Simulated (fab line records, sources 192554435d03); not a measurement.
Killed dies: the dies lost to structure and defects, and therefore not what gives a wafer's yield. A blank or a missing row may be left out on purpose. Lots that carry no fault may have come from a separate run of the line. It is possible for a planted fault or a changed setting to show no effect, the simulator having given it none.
Split-lot experiment :: flow n5-finfet :: 7 lots, 21 wafers read, on a route of 1938 steps

== SPLIT DETAILS ==
At N5_BEOL_M6_ETCH_66 (etches SOC in N2/H2, target depth 80 nm, overetch 16 nm, time 120 s), the setting bias-w was moved away from the recipe's 150 W on 8 of the 21 wafers read, by -7.7% to +14.6%. The other wafers ran this setting at the recipe's value.

The split's own step is where the reading is taken.

== THE READING ==
rf-vpp-V, in V, at N5_BEOL_M6_ETCH_66 (etches SOC in N2/H2, target depth 80 nm, overetch 16 nm, time 120 s). Typical for fault-free wafers on this fab line: 523.5 V, with standard deviation 2.4 V.

wafer: L083.2
tool, chamber at the split: rie-diel-01, 0
bias-w as run, W: 150
against the recipe: recipe
rf-vpp-V, V: 522.6
against lot-mates on the recipe: -

wafer: L083.3
tool, chamber at the split: rie-diel-01, 3
bias-w as run, W: 171.7
against the recipe: +14.5%
rf-vpp-V, V: 575.2
against lot-mates on the recipe: +50.9

wafer: L083.4
tool, chamber at the split: rie-diel-01, 2
bias-w as run, W: 150
against the recipe: recipe
rf-vpp-V, V: 526.1
against lot-mates on the recipe: -

wafer: L086.2
tool, chamber at the split: rie-diel-03, 3
bias-w as run, W: 150
against the recipe: recipe
rf-vpp-V, V: 525.7
against lot-mates on the recipe: -

wafer: L086.3
tool, chamber at the split: rie-diel-03, 1
bias-w as run, W: 150
against the recipe: recipe
rf-vpp-V, V: 522.6
against lot-mates on the recipe: -

wafer: L086.6
tool, chamber at the split: rie-diel-03, 1
bias-w as run, W: 150
against the recipe: recipe
rf-vpp-V, V: 522.0
against lot-mates on the recipe: -

wafer: L088.2
tool, chamber at the split: rie-diel-06, 2
bias-w as run, W: 150
against the recipe: recipe
rf-vpp-V, V: 521.4
against lot-mates on the recipe: -

wafer: L088.3
tool, chamber at the split: rie-diel-06, 0
bias-w as run, W: 150
against the recipe: recipe
rf-vpp-V, V: 526.9
against lot-mates on the recipe: -

wafer: L088.6
tool, chamber at the split: rie-diel-06, 3
bias-w as run, W: 150
against the recipe: recipe
rf-vpp-V, V: 519.3
against lot-mates on the recipe: -

wafer: L090.4
tool, chamber at the split: rie-diel-06, 0
bias-w as run, W: 150
against the recipe: recipe
rf-vpp-V, V: 526.1
against lot-mates on the recipe: -

wafer: L090.5
tool, chamber at the split: rie-diel-06, 1
bias-w as run, W: 157.3
against the recipe: +4.9%
rf-vpp-V, V: 540.7
against lot-mates on the recipe: +14.6

wafer: L090.6
tool, chamber at the split: rie-diel-06, 0
bias-w as run, W: 157.3
against the recipe: +4.9%
rf-vpp-V, V: 542.9
against lot-mates on the recipe: +16.8

wafer: L092.2
tool, chamber at the split: rie-diel-01, 1
bias-w as run, W: 171.9
against the recipe: +14.6%
rf-vpp-V, V: 570.4
against lot-mates on the recipe: +46.0

wafer: L092.3
tool, chamber at the split: rie-diel-01, 3
bias-w as run, W: 150
against the recipe: recipe
rf-vpp-V, V: 527.1
against lot-mates on the recipe: -

wafer: L092.5
tool, chamber at the split: rie-diel-01, 1
bias-w as run, W: 150
against the recipe: recipe
rf-vpp-V, V: 521.6
against lot-mates on the recipe: -

wafer: L094.1
tool, chamber at the split: rie-diel-06, 1
bias-w as run, W: 150
against the recipe: recipe
rf-vpp-V, V: 523.0
against lot-mates on the recipe: -

wafer: L094.2
tool, chamber at the split: rie-diel-06, 3
bias-w as run, W: 138.4
against the recipe: -7.7%
rf-vpp-V, V: 496.1
against lot-mates on the recipe: -26.9

wafer: L094.3
tool, chamber at the split: rie-diel-06, 0
bias-w as run, W: 138.4
against the recipe: -7.7%
rf-vpp-V, V: 499.8
against lot-mates on the recipe: -23.2

wafer: L096.3
tool, chamber at the split: rie-diel-06, 2
bias-w as run, W: 158.2
against the recipe: +5.5%
rf-vpp-V, V: 539.1
against lot-mates on the recipe: +13.0

wafer: L096.4
tool, chamber at the split: rie-diel-06, 0
bias-w as run, W: 150
against the recipe: recipe
rf-vpp-V, V: 526.1
against lot-mates on the recipe: -

wafer: L096.5
tool, chamber at the split: rie-diel-06, 2
bias-w as run, W: 158.2
against the recipe: +5.5%
rf-vpp-V, V: 537.4
against lot-mates on the recipe: +11.3

FIT RESULTS
A straight line over all 21 wafers: rf-vpp-V changes by +3.33 V for each +1% of bias-w; r = +0.99; the points scatter about the line by 2.7 V.
The same after taking each lot's own level away (the mean of its wafers on the recipe; 21 wafers): +3.23 V for each +1%; r = +0.99; scatter 2.8 V.
According to that fit, moving bias-w by its largest amount changes the reading by 47 V.
The lots' own levels span 522.53 to 526.10 V, that is 1.5 times the standard deviation above.
The two slopes are in agreement: the lot-to-lot level therefore moves the slope only a little.
Check: with one of the wafers moved furthest among these (+14.6%) left out of the fit, the line predicts +47 V for it against its lot-mates. Against them it came out at +46 V.
Tool readings at the split's step, against how far the setting was moved: rf-vpp-V r = +0.99.

== THE OTHER SPLITS THESE WAFERS WENT THROUGH ==
Before the reading, these wafers also passed through other splits. Each is held against what the fit with the lots' levels taken away leaves over:
other split on the same wafers: N5_BEOL_M5_ILD_DEP_00 time-s
wafers away from the commonest value: 8
r with rf-vpp-V (lot level and that fit taken away): +0.43

other split on the same wafers: N5_BEOL_M5_COAT_71 spin-rpm
wafers away from the commonest value: 6
r with rf-vpp-V (lot level and that fit taken away): +0.22

== THE WHOLE CHAIN: every reading that the file lists as answering this split, in the file's order ==
step: N5_BEOL_M6_ETCH_66
what it does: etches SOC in N2/H2, target depth 80 nm, overetch 16 nm, time 120 s
reading: rf-vpp-V
change (the file's fit): +3.26 V for each +1% of the setting
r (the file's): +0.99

step: N5_BEOL_M6_ETCH_66
what it does: etches SOC in N2/H2, target depth 80 nm, overetch 16 nm, time 120 s
reading: SiARC_of_BEOL_M6_COAT_64.thk-nm (the simulator's own value, which no gauge read)
change (the file's fit): -0.0815 nm for each +1% of the setting
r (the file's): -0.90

== FILE'S OWN FIT ==
rf-vpp-V changes by +3.26 V for each +1% of bias-w, r = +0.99.
